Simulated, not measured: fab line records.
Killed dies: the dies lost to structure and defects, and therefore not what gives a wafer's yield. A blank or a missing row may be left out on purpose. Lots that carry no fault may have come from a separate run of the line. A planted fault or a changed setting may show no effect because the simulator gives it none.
fab line records	flow n5Finfet
record lots=7	wafers=21
route steps=1938 shown BEOL_M7@1273 BEOL_M8@1368 BEOL_M10@1488 BEOL_M11@1562
startH: hours from the record's opening day to when the first of the lot's shown wafers began	waitH: hours elapsed since this lot's preceding step	" repeats the value in the row above	L1.1+2: a single row standing in for several wafers	- no value present, or no start provided	* or withheld: withheld	< > ~ a bound
route shown NAME@n: a module of which the file shows steps, and the number in the route of the first	usual: mean/standard deviation taken from wafers without a fault	same: alike in all rows	chamber/n: place in a boat	sites: the reading at each site	_std_site: the standard deviation of these	_edge_site: outer sites' mean less inner sites'	radiusMm: how far each site lies from the wafer's centre	mask NAME#n: copy n	behind: the last tool/chamber to shape the wafer	hold: reason for holding the lot/hours on hold/outcome of the hold	device: transistor that didn't switch, given as n, p or np	end of line: the route-end tests of the same wafers	for a step that has no rows: nothing shown but its recipe	killed: not the wafer's yield, but the dies lost to structure and defects at the first sort	map: a wafer's dies, x killed, . not, _ none there
set.NAME: setting as actually run; set.NAME@STEP: the setting as run at that earlier step	model.NAME: the simulator's own value behind a step, which no gauge read
one table per step and one row per wafer, for lots whose settings were changed on purpose
## steps
# step N5_BEOL_M7_EXPOSE_08
# recipe maskId=M7	na=1.35	sourceShape=dipole	sigmaInner=0.817	sigmaOuter=0.97	polarization=te	doseMj=68.25
lot.wafer	tool	chamber	startH	waitH	mask	set.doseMj
L081.3+4+6	arfiScanner-03	0	317.65	-	M7#0	66.92
L083.2	arfiScanner-01	0	338.86	-	M7#0	68.25
L083.4+6	"	0	"	"	M7#0	71.91
L087.2+6	arfiScanner-01	0	371.83	-	M7#0	64.28
L087.5	"	0	"	"	M7#0	68.25
L088.1+3+5	arfiScanner-01	0	380.93	-	M7#0	68.25
L095.2+4	arfiScanner-02	0	395.04	-	M7#0	64.66
L095.3	"	0	"	"	M7#0	68.25
L097.3	arfiScanner-02	0	395.22	-	M7#0	68.25
L097.5+6	"	0	"	"	M7#0	71.81
L089.1+2	arfiScanner-02	0	421.82	-	M7#0	68.25
L089.5	"	0	"	"	M7#0	71.6
# step N5_BEOL_M7_PEB_09
# recipe pebTempC=withheld	pebTimeS=60	resist=CAR-ArF
# step N5_BEOL_M7_DEVELOP_10
# recipe developTimeS=30	developer=TMAH	resist=CAR-ArF	rinseLiquid=diw	dry=airSpin	devTempC=23
lot.wafer	tool	chamber	startH	waitH	set.spinRpm@BEOL_M7_COAT_05	model.CAR-ArF_of_BEOL_M7_COAT_05.thkNm
L081.3	lithoTrack-05	0	-	-	1500	88
L081.4	"	0	"	"	1447	89.6
L081.6	"	0	"	"	1500	87.6
L083.2	lithoTrack-04	0	-	-	1596	85.8
L083.4	"	0	"	"	1596	85.6
L083.6	"	0	"	"	1500	88.4
L087.2	lithoTrack-05	0	-	-	1587	86.2
L087.5	"	0	"	"	1587	85.8
L087.6	"	0	"	"	1587	86
L088.1+3	lithoTrack-04	0	-	-	1500	88
L088.5	"	0	"	"	1500	87.8
L095.2+4	lithoTrack-05	0	-	-	1420	91
L095.3	"	0	"	"	1500	88.4
L097.3	lithoTrack-05	0	-	-	1363	93.2
L097.5	"	0	"	"	1363	93.4
L097.6	"	0	"	"	1500	88.6
L089.1	lithoTrack-05	0	-	-	1500	88.2
L089.2	"	0	"	"	1560	86.8
L089.5	"	0	"	"	1560	86.6
# step N5_BEOL_M7_CD_MEAS_11
# recipe targetCdNm=38.5	landingEnergyEv=500	detector=seInlens	polarity=opening
# usual cdNm=38.4/0.43
lot.wafer	tool	chamber	startH	waitH	set.doseMj@BEOL_M7_EXPOSE_08	cdNm
L081.3	cdSem-03	0	317.77	-	66.92	37.3
L081.4	"	0	"	"	66.92	37.5
L081.6	"	0	"	"	66.92	38.3
L083.2	cdSem-03	0	338.98	-	68.25	38.5
L083.4	"	0	"	"	71.91	40.8
L083.6	"	0	"	"	71.91	41.1
L087.2	cdSem-01	0	371.96	-	64.28	35.9
L087.5	"	0	"	"	68.25	38.1
L087.6	"	0	"	"	64.28	35.8
L088.1	cdSem-01	0	381.06	-	68.25	38.7
L088.3	"	0	"	"	68.25	38.5
L088.5	"	0	"	"	68.25	39.2
L095.2	cdSem-03	0	395.17	-	64.66	35.2
L095.3	"	0	"	"	68.25	38.2
L095.4	"	0	"	"	64.66	36.1
L097.3	cdSem-01	0	395.34	-	68.25	38.9
L097.5	"	0	"	"	71.81	40.7
L097.6	"	0	"	"	71.81	41.2
L089.1	cdSem-03	0	421.95	-	68.25	38.0
L089.2	"	0	"	"	68.25	38.5
L089.5	"	0	"	"	71.6	40.4
# step N5_BEOL_M7_DESCUM_16
# recipe chemistry=O2	timeS=7.9	sourcePowerW=50	biasPowerW=20	pressureMtorr=20	rfFrequencyHz=2.712e+07	tempC=40	resist=CAR-ArF	o2FlowSccm=225
# step N5_BEOL_M7_ETCH_61
# recipe chemistry=CF4	target=SiARC	targetDepthA=455	maskMaterial=CAR-ArF	timeS=75.8	ionEnergyEv=80	pressureMtorr=40	sourceW=545	biasW=36	Ar_flow_sccm=100	cf4FlowSccm=100	ends=cleared
lot.wafer	tool	chamber	startH	waitH	set.doseMj@BEOL_M7_EXPOSE_08	model.BEOL_M7.cdOffsetNm
L081.3	rieDiel-01	3	317.99	0.0	66.92	-1.4
L081.4	"	1	"	"	66.92	-1
L081.6	"	2	"	"	66.92	-0.8
L083.2	rieDiel-06	2	339.10	0.0	68.25	0
L083.4	"	0	"	"	71.91	2.4
L083.6	"	0	"	"	71.91	2.8
L087.2	rieDiel-06	0	372.08	0.0	64.28	-2.8
L087.5	"	1	"	"	68.25	-0.4
L087.6	"	2	"	"	64.28	-2.6
L088.1	rieDiel-03	3	381.62	0.0	68.25	0.6
L088.3	"	1	"	"	68.25	0.2
L088.5	"	1	"	"	68.25	0.4
L095.2+4	rieDiel-01	2,0	395.29	0.0	64.66	-2.8
L095.3	"	1	"	"	68.25	-0.6
L097.3	rieDiel-01	1	395.55	0.0	68.25	0.4
L097.5	"	3	"	"	71.81	2.2
L097.6	"	2	"	"	71.81	2.8
L089.1	rieDiel-06	0	422.07	0.0	68.25	-1
L089.2	"	3	"	"	68.25	0
L089.5	"	3	"	"	71.6	2
# step N5_BEOL_M7_ETCH_62
# recipe chemistry=N2/H2	target=SOC	targetDepthA=1100	overetchA=220	maskMaterial=SiARC	tempC=40	timeS=165	ionEnergyEv=200	pressureMtorr=30	sourceW=840	biasW=150	n2FlowSccm=200	h2FlowSccm=200
lot.wafer	tool	chamber	startH	waitH	set.doseMj@BEOL_M7_EXPOSE_08	model.BEOL_M7.cdOffsetNm
L081.3	rieDiel-01	3	318.05	0.0	66.92	-1.2
L081.4	"	1	"	"	66.92	-1.4
L081.6	"	2	"	"	66.92	-1
L083.2	rieDiel-06	2	339.16	0.0	68.25	0
L083.4	"	0	"	"	71.91	2.6
L083.6	"	0	"	"	71.91	2.8
L087.2	rieDiel-06	0	372.14	0.0	64.28	-2.6
L087.5	"	1	"	"	68.25	-0.4
L087.6	"	2	"	"	64.28	-3
L088.1	rieDiel-03	3	381.68	0.0	68.25	0.6
L088.3	"	1	"	"	68.25	0.4
L088.5	"	1	"	"	68.25	0.8
L095.2+4	rieDiel-01	2,0	395.35	0.0	64.66	-3
L095.3	"	1	"	"	68.25	-0.6
L097.3	rieDiel-01	1	395.60	0.0	68.25	0.2
L097.5	"	3	"	"	71.81	2.4
L097.6	"	2	"	"	71.81	2.8
L089.1	rieDiel-06	0	422.13	0.0	68.25	-1
L089.2	"	3	"	"	68.25	0
L089.5	"	3	"	"	71.6	2
# step N5_BEOL_M7_STRIP_68
# recipe chemistry=N2/H2	tempC=40	n2FlowSccm=200	h2FlowSccm=200	rfFrequencyHz=6e+07
# step N5_BEOL_M7_STRIP_67
# recipe chemistry=CF4	resist=SiARC	powerW=300	biasPowerW=75	pressureMtorr=50	cf4FlowSccm=150	rfFrequencyHz=6e+07
# step N5_BEOL_M7_HM_OPEN_17
# recipe chemistry=Cl2/BCl3	targetDepthA=200	overetchA=60	target=TiN	maskMaterial=SOC	ionEnergyEv=150	pressureMtorr=10	icpW=1000	biasW=126	Cl2_flow_sccm=53.25	bcl3FlowSccm=21.75	Ar_flow_sccm=25
lot.wafer	tool	chamber	startH	waitH	set.doseMj@BEOL_M7_EXPOSE_08	model.BEOL_M7.cdOffsetNm
L081.3+4	rieMetal-02	0,1	318.27	0.1	66.92	-1.2
L081.6	"	0	"	"	66.92	-1
L083.2	rieMetal-03	0	339.35	0.0	68.25	0
L083.4	"	0	"	"	71.91	2.4
L083.6	"	0	"	"	71.91	2.6
L087.2	rieMetal-02	1	372.32	0.0	64.28	-2.6
L087.5	"	1	"	"	68.25	-0.4
L087.6	"	0	"	"	64.28	-3
L088.1+3	rieMetal-01	1	381.86	0.0	68.25	0.4
L088.5	"	1	"	"	68.25	0.8
L095.2	rieMetal-02	0	395.53	0.0	64.66	-2.8
L095.3	"	0	"	"	68.25	-0.6
L095.4	"	1	"	"	64.66	-3
L097.3	rieMetal-03	1	395.82	0.1	68.25	0.4
L097.5	"	1	"	"	71.81	2.4
L097.6	"	0	"	"	71.81	2.8
L089.1	rieMetal-01	0	422.31	0.0	68.25	-1
L089.2	"	1	"	"	68.25	0
L089.5	"	0	"	"	71.6	2
# step N5_BEOL_M7_STRIP_19
# recipe chemistry=O2	powerW=400	tempC=40	pressureMtorr=30	rfFrequencyHz=6e+07	biasPowerW=0	overashFraction=0.2	o2FlowSccm=225
# step N5_BEOL_M7_CD_MEAS_18
# recipe pitchNm=80	targetCdNm=40
# usual cdNm=39.9/0.5
lot.wafer	tool	chamber	startH	waitH	set.doseMj@BEOL_M7_EXPOSE_08	cdNm
L081.3	cdSem-03	-	318.48	0.1	66.92	38.9
L081.4	"	-	"	"	66.92	38.7
L081.6	"	-	"	"	66.92	39.0
L083.2	cdSem-01	-	339.54	0.1	68.25	39.8
L083.4	"	-	"	"	71.91	42.7
L083.6	"	-	"	"	71.91	42.7
L087.2	cdSem-03	-	372.51	0.1	64.28	37.4
L087.5	"	-	"	"	68.25	39.6
L087.6	"	-	"	"	64.28	36.9
L088.1	cdSem-02	-	382.07	0.0	68.25	40.5
L088.3	"	-	"	"	68.25	40.4
L088.5	"	-	"	"	68.25	40.6
L095.2	cdSem-02	-	395.77	0.1	64.66	37.3
L095.3	"	-	"	"	68.25	39.2
L095.4	"	-	"	"	64.66	37.2
L097.3	cdSem-01	-	396.04	0.1	68.25	40.2
L097.5	"	-	"	"	71.81	42.2
L097.6	"	-	"	"	71.81	42.7
L089.1	cdSem-02	-	422.50	0.1	68.25	38.9
L089.2	"	-	"	"	68.25	40.0
L089.5	"	-	"	"	71.6	41.8
# step N5_BEOL_M7_COAT_63
# recipe resist=SOC	tempC=250	timeS=60	spinRpm=1500	resistThkNm=60
# step N5_BEOL_M7_COAT_64
# recipe resist=SiARC	tempC=220	timeS=60	spinRpm=1500	resistThkNm=12
# step N5_BEOL_M7_PRECLEAN_42
# recipe chemistry=residueRemover	timeS=60	tempC=40
# step N5_BEOL_M7_SRD_43
# recipe timeS=30	tempC=23	rinseLiquid=diw	dry=ipaMarangoni
# step N5_BEOL_M7_CD_MEAS_35
# recipe targetCdNm=40	polarity=opening
# usual cdNm=39.9/0.47
lot.wafer	tool	chamber	startH	waitH	set.doseMj@BEOL_M7_EXPOSE_08	cdNm
L081.3	cdSem-03	-	323.00	0.0	66.92	38.9
L081.4	"	-	"	"	66.92	38.6
L081.6	"	-	"	"	66.92	39.4
L083.2	cdSem-02	-	342.61	0.0	68.25	40.0
L083.4	"	-	"	"	71.91	42.1
L083.6	"	-	"	"	71.91	42.6
L087.2	cdSem-03	-	375.87	0.0	64.28	37.2
L087.5	"	-	"	"	68.25	39.9
L087.6	"	-	"	"	64.28	36.9
L088.1	cdSem-02	-	384.69	0.0	68.25	40.3
L088.3	"	-	"	"	68.25	40.2
L088.5	"	-	"	"	68.25	40.6
L095.2	cdSem-01	-	398.45	0.0	64.66	37.2
L095.3	"	-	"	"	68.25	39.5
L095.4	"	-	"	"	64.66	36.8
L097.3	cdSem-01	-	398.93	0.0	68.25	40.5
L097.5	"	-	"	"	71.81	42.4
L097.6	"	-	"	"	71.81	42.8
L089.1	cdSem-01	-	424.59	0.0	68.25	38.7
L089.2	"	-	"	"	68.25	39.8
L089.5	"	-	"	"	71.6	42.0
# step N5_BEOL_M8_DESCUM_33
# recipe chemistry=O2	timeS=7	sourcePowerW=50	biasPowerW=20	pressureMtorr=20	rfFrequencyHz=2.712e+07	tempC=40	resist=CAR-EUV	o2FlowSccm=225
lot.wafer	tool	chamber	startH	waitH	set.timeS	model.CAR-EUV_of_BEOL_M8_COAT_22.thkNm
L081.3	rieDiel-05	3	330.32	0.0	7	26.2
L081.4+6	"	0,1	"	"	7	26
L083.2+6	rieDiel-04	1,0	352.17	0.0	7	26.2
L083.4	"	3	"	"	5.921	26.6
L087.2+6	rieDiel-02	3,2	381.41	0.0	5.525	26.8
L087.5	"	1	"	"	7	26
L088.1+5	rieDiel-05	2,3	394.37	0.1	7	26
L088.3	"	1	"	"	7	26.2
L095.2+4	rieDiel-04	2	408.24	0.0	7.623	25.6
L095.3	"	1	"	"	7.623	25.8
L097.3+5+6	rieDiel-05	2,2,1	408.33	0.1	7	26
L089.1+2+5	rieDiel-02	3,2,3	432.28	0.4	7	26
# step N5_BEOL_M8_ETCH_72
# recipe chemistry=N2/H2	target=underlayer	targetDepthA=65	maskMaterial=CAR-EUV	timeS=5.2	ionEnergyEv=200	pressureMtorr=30	sourceW=840	biasW=150	n2FlowSccm=200	h2FlowSccm=200	ends=cleared
lot.wafer	tool	chamber	startH	waitH	set.timeS@BEOL_M8_DESCUM_33	model.CAR-EUV_of_BEOL_M8_COAT_22.thkNm
L081.3+4+6	rieDiel-05	3,0,1	330.35	0.0	7	20.4
L083.2+6	rieDiel-04	1,0	352.21	0.0	7	20.4
L083.4	"	3	"	"	5.921	21
L087.2	rieDiel-02	3	381.45	0.0	5.525	21
L087.5	"	1	"	"	7	20.2
L087.6	"	2	"	"	5.525	21.2
L088.1+3+5	rieDiel-05	2,1,3	394.40	0.0	7	20.4
L095.2+4	rieDiel-04	2	408.28	0.0	7.623	19.8
L095.3	"	1	"	"	7.623	20
L097.3	rieDiel-05	2	408.37	0.0	7	20.4
L097.5+6	"	2,1	"	"	7	20.2
L089.1+2+5	rieDiel-02	3,2,3	432.31	0.0	7	20.2
# step N5_BEOL_M8_TRENCH_ETCH_37
# recipe chemistry=C4F6/O2	targetDepthA=934.78	target=SiCOH_lowk	timeS=31.2	ionEnergyEv=250	pressureMtorr=30	sourceW=345	biasW=185	Ar_flow_sccm=300	C4F6_flow_sccm=10	O2_flow_sccm=10
# usual rfVppV=667/6.9
lot.wafer	tool	chamber	startH	waitH	set.sourceW	rfVppV
L081.3	rieDiel-05	3	-	-	345	661
L081.4	"	0	"	"	345	681
L081.6	"	1	"	"	370.8	641
L083.2	rieDiel-04	1	-	-	309.5	701
L083.4	"	3	"	"	345	667
L083.6	"	0	"	"	309.5	711
L087.2	rieDiel-02	3	-	-	345	662
L087.5	"	1	"	"	345	663
L087.6	"	2	"	"	345	674
L088.1	rieDiel-05	2	-	-	345	657
L088.3	"	1	"	"	345	665
L088.5	"	3	"	"	345	662
L095.2	rieDiel-04	2	-	-	345	659
L095.3	"	1	"	"	345	663
L095.4	"	2	"	"	320.3	685
L097.3	rieDiel-05	2	-	-	345	656
L097.5	"	2	"	"	345	656
L097.6	"	1	"	"	345	665
L089.1	rieDiel-02	3	-	-	345	662
L089.2	"	2	"	"	289	739
L089.5	"	3	"	"	345	662
# step N5_BEOL_M10_ETCH_62
# recipe chemistry=N2/H2	target=SOC	targetDepthA=1100	overetchA=220	maskMaterial=SiARC	tempC=40	timeS=165	ionEnergyEv=200	pressureMtorr=30	sourceW=840	biasW=150	n2FlowSccm=200	h2FlowSccm=200
lot.wafer	tool	chamber	startH	waitH	set.timeS	model.SiARC_of_BEOL_M10_COAT_60.thkNm
L081.3+6	rieDiel-04	0	343.05	0.0	178.3	22.8
L081.4	"	2	"	"	165	23.4
L083.2+4	rieDiel-05	0,1	364.85	0.0	165	23.6
L083.6	"	1	"	"	195.2	22.4
L087.2+6	rieDiel-05	1	395.49	0.0	165	23.6
L087.5	"	2	"	"	165	23.4
L088.1	rieDiel-04	1	409.71	0.0	165	23.6
L088.3+5	"	2,3	"	"	165	23.4
L097.3+6	rieDiel-05	0,2	425.68	0.0	165	23.4
L097.5	"	3	"	"	177.7	23
L095.2	rieDiel-02	0	425.79	0.0	190.2	22.4
L095.3	"	2	"	"	190.2	22.6
L095.4	"	1	"	"	165	23.6
L089.1	rieDiel-02	3	445.94	0.0	165	23.8
L089.2	"	0	"	"	165	23.4
L089.5	"	2	"	"	165	23.6
# step N5_BEOL_M10_STRIP_68
# recipe chemistry=N2/H2	tempC=40	n2FlowSccm=200	h2FlowSccm=200	rfFrequencyHz=6e+07
# step N5_BEOL_M10_STRIP_67
# recipe chemistry=CF4	resist=SiARC	powerW=300	biasPowerW=75	pressureMtorr=50	cf4FlowSccm=150	rfFrequencyHz=6e+07
# step N5_BEOL_M10_HM_OPEN_17
# recipe chemistry=Cl2/BCl3	targetDepthA=200	overetchA=60	target=TiN	maskMaterial=SOC	ionEnergyEv=150	pressureMtorr=10	icpW=1000	biasW=126	Cl2_flow_sccm=53.25	bcl3FlowSccm=21.75	Ar_flow_sccm=25
lot.wafer	tool	chamber	startH	waitH	set.timeS@BEOL_M10_ETCH_62	model.etch.depthNm
L081.3	rieMetal-02	0	343.26	0.1	178.3	18.61
L081.4	"	1	"	"	165	19.84
L081.6	"	1	"	"	178.3	18.84
L083.2	rieMetal-01	0	365.09	0.1	165	20.03
L083.4	"	0	"	"	165	19.87
L083.6	"	0	"	"	195.2	17.19
L087.2	rieMetal-01	0	395.68	0.0	165	19.59
L087.5	"	1	"	"	165	19.47
L087.6	"	0	"	"	165	19.56
L088.1	rieMetal-03	1	409.94	0.1	165	19.97
L088.3	"	1	"	"	165	20.02
L088.5	"	1	"	"	165	19.8
L097.3	rieMetal-02	1	425.90	0.1	165	20.09
L097.5	"	0	"	"	177.7	18.86
L097.6	"	1	"	"	165	20.12
L095.2	rieMetal-01	0	425.97	0.0	190.2	17.3
L095.3	"	1	"	"	190.2	17.41
L095.4	"	0	"	"	165	19.69
L089.1	rieMetal-03	0	446.12	0.0	165	19.97
L089.2	"	1	"	"	165	20.16
L089.5	"	0	"	"	165	20.19
# step N5_BEOL_M10_VIA_ETCH_34
# recipe chemistry=C4F6/O2	target=SiCOH_lowk	targetDepthA=1845	maskMaterial=SOC	taperDeg=4	timeS=69.2	ionEnergyEv=250	pressureMtorr=30	sourceW=345	biasW=185	Ar_flow_sccm=300	C4F6_flow_sccm=10	O2_flow_sccm=10
lot.wafer	tool	chamber	startH	waitH	set.timeS	model.etch.depthNm	model.SOC_of_BEOL_M10_COAT_63.thkNm
L081.3	rieDiel-05	0	344.17	0.0	69.2	182.5	92
L081.4	"	3	"	"	69.2	181.6	92
L081.6	"	2	"	"	69.2	185	92
L083.2	rieDiel-04	3	367.28	0.0	69.2	185.9	91.8
L083.4	"	0	"	"	69.2	186.5	92.4
L083.6	"	0	"	"	69.2	186.8	92
L087.2	rieDiel-05	3	397.96	0.0	55.32	144.3	94
L087.5	"	3	"	"	55.32	145.8	94.2
L087.6	"	2	"	"	69.2	187.9	92.2
L088.1	rieDiel-02	2	414.55	0.0	69.2	183.2	92.4
L088.3	"	3	"	"	69.2	179.2	92
L088.5	"	1	"	"	69.2	181.9	91.8
L095.2	rieDiel-02	0	427.29	0.0	69.2	184.6	91.6
L095.3	"	1	"	"	73.19	195	91.2
L095.4	"	3	"	"	73.19	190.1	92.2
L097.3	rieDiel-02	3	427.89	0.0	76.04	196.9	91.8
L097.5	"	3	"	"	76.04	195.6	91.8
L097.6	"	2	"	"	69.2	185.8	92.4
L089.1	rieDiel-02	0	451.14	0.0	84.3	227.5	90.4
L089.2	"	2	"	"	84.3	226.1	90
L089.5	"	0	"	"	69.2	188.2	91.8
# step N5_BEOL_M11_COAT_22
# recipe resist=CAR-ArF	spinRpm=1500	resistThkNm=90
lot.wafer	tool	chamber	startH	waitH	set.spinRpm	model.CAR-ArF_of_BEOL_M11_COAT_22.thkNm
L081.3	lithoTrack-03	0	-	-	1614	86
L081.4	"	0	"	"	1500	89.4
L081.6	"	0	"	"	1500	89.6
L083.2	lithoTrack-01	0	-	-	1500	90.2
L083.4	"	0	"	"	1500	90
L083.6	"	0	"	"	1500	89.8
L087.2	lithoTrack-05	0	-	-	1500	90
L087.5	"	0	"	"	1500	89.8
L087.6	"	0	"	"	1367	94.2
L088.1	lithoTrack-05	0	-	-	1500	90.2
L088.3+5	"	0	"	"	1500	90.4
L095.2+3	lithoTrack-05	0	-	-	1500	90.2
L095.4	"	0	"	"	1567	88
L097.3	lithoTrack-01	0	-	-	1418	92.8
L097.5	"	0	"	"	1500	90.4
L097.6	"	0	"	"	1500	90.2
L089.1	lithoTrack-05	0	-	-	1500	89.8
L089.2+5	"	0	"	"	1604	87.2
# step N5_BEOL_M11_EBR_24
# recipe solvent=PGMEA	ebrWidthMm=1.5
# step N5_BEOL_M11_SOFTBAKE_23
# recipe tempC=110	timeS=60	resist=CAR-ArF
# step N5_BEOL_M11_DESCUM_33
# recipe chemistry=O2	timeS=7.9	sourcePowerW=50	biasPowerW=20	pressureMtorr=20	rfFrequencyHz=2.712e+07	tempC=40	resist=CAR-ArF	o2FlowSccm=225
lot.wafer	tool	chamber	startH	waitH	set.spinRpm@BEOL_M11_COAT_22	model.CAR-ArF_of_BEOL_M11_COAT_22.thkNm
L081.3	rieDiel-03	2	352.11	0.0	1614	79.4
L081.4	"	3	"	"	1500	82.8
L081.6	"	0	"	"	1500	83
L083.2	rieDiel-06	0	375.23	0.0	1500	83.6
L083.4	"	3	"	"	1500	83.4
L083.6	"	1	"	"	1500	83.2
L087.2	rieDiel-06	3	408.24	0.0	1500	83.4
L087.5	"	2	"	"	1500	83.2
L087.6	"	1	"	"	1367	87.6
L088.1	rieDiel-03	2	420.67	0.3	1500	83.6
L088.3+5	"	1,3	"	"	1500	83.8
L095.2+3	rieDiel-01	0,2	433.84	0.0	1500	83.8
L095.4	"	1	"	"	1567	81.4
L097.3	rieDiel-01	3	436.31	0.0	1418	86.2
L097.5	"	2	"	"	1500	84
L097.6	"	3	"	"	1500	83.6
L089.1	rieDiel-06	0	461.58	0.4	1500	83.2
L089.2+5	"	1	"	"	1604	80.6
## key
split step=N5_BEOL_M7_EXPOSE_08	setting=doseMj	stated=68.25	by=wafer
response step=N5_BEOL_M7_CD_MEAS_11	reading=cdNm	change=+0.428	per=1%	r=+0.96
response step=N5_BEOL_M7_ETCH_61	reading=model.BEOL_M7.cdOffsetNm	change=+0.439	per=1%	r=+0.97
response step=N5_BEOL_M7_ETCH_62	reading=model.BEOL_M7.cdOffsetNm	change=+0.465	per=1%	r=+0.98
response step=N5_BEOL_M7_HM_OPEN_17	reading=model.BEOL_M7.cdOffsetNm	change=+0.447	per=1%	r=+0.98
response step=N5_BEOL_M7_CD_MEAS_18	reading=cdNm	change=+0.447	per=1%	r=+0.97
response step=N5_BEOL_M7_CD_MEAS_35	reading=cdNm	change=+0.464	per=1%	r=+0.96
split step=N5_BEOL_M8_DESCUM_33	setting=timeS	stated=7	by=wafer
response step=N5_BEOL_M8_DESCUM_33	reading=model.CAR-EUV_of_BEOL_M8_COAT_22.thkNm	change=-0.0338	per=1%	r=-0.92
response step=N5_BEOL_M8_ETCH_72	reading=model.CAR-EUV_of_BEOL_M8_COAT_22.thkNm	change=-0.0414	per=1%	r=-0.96
split step=N5_BEOL_M8_TRENCH_ETCH_37	setting=sourceW	stated=345	by=wafer
response step=N5_BEOL_M8_TRENCH_ETCH_37	reading=rfVppV	change=-4.3	per=1%	r=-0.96
split step=N5_BEOL_M10_ETCH_62	setting=timeS	stated=165	by=wafer
response step=N5_BEOL_M10_ETCH_62	reading=model.SiARC_of_BEOL_M10_COAT_60.thkNm	change=-0.0674	per=1%	r=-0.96
response step=N5_BEOL_M10_HM_OPEN_17	reading=model.etch.depthNm	change=-0.151	per=1%	r=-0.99
split step=N5_BEOL_M10_VIA_ETCH_34	setting=timeS	stated=69.2	by=wafer
response step=N5_BEOL_M10_VIA_ETCH_34	reading=model.etch.depthNm	change=+1.83	per=1%	r=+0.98
response step=N5_BEOL_M10_VIA_ETCH_34	reading=model.SOC_of_BEOL_M10_COAT_63.thkNm	change=-0.0776	per=1%	r=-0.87
split step=N5_BEOL_M11_COAT_22	setting=spinRpm	stated=1500	by=wafer
response step=N5_BEOL_M11_COAT_22	reading=model.CAR-ArF_of_BEOL_M11_COAT_22.thkNm	change=-0.453	per=1%	r=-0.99
response step=N5_BEOL_M11_DESCUM_33	reading=model.CAR-ArF_of_BEOL_M11_COAT_22.thkNm	change=-0.455	per=1%	r=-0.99
split outsideThisFile step=N5_BEOL_M7_COAT_05 setting=spinRpm
# split outsideThisFile: this setting was split too, and the file shows its column; the key of that split is in another file
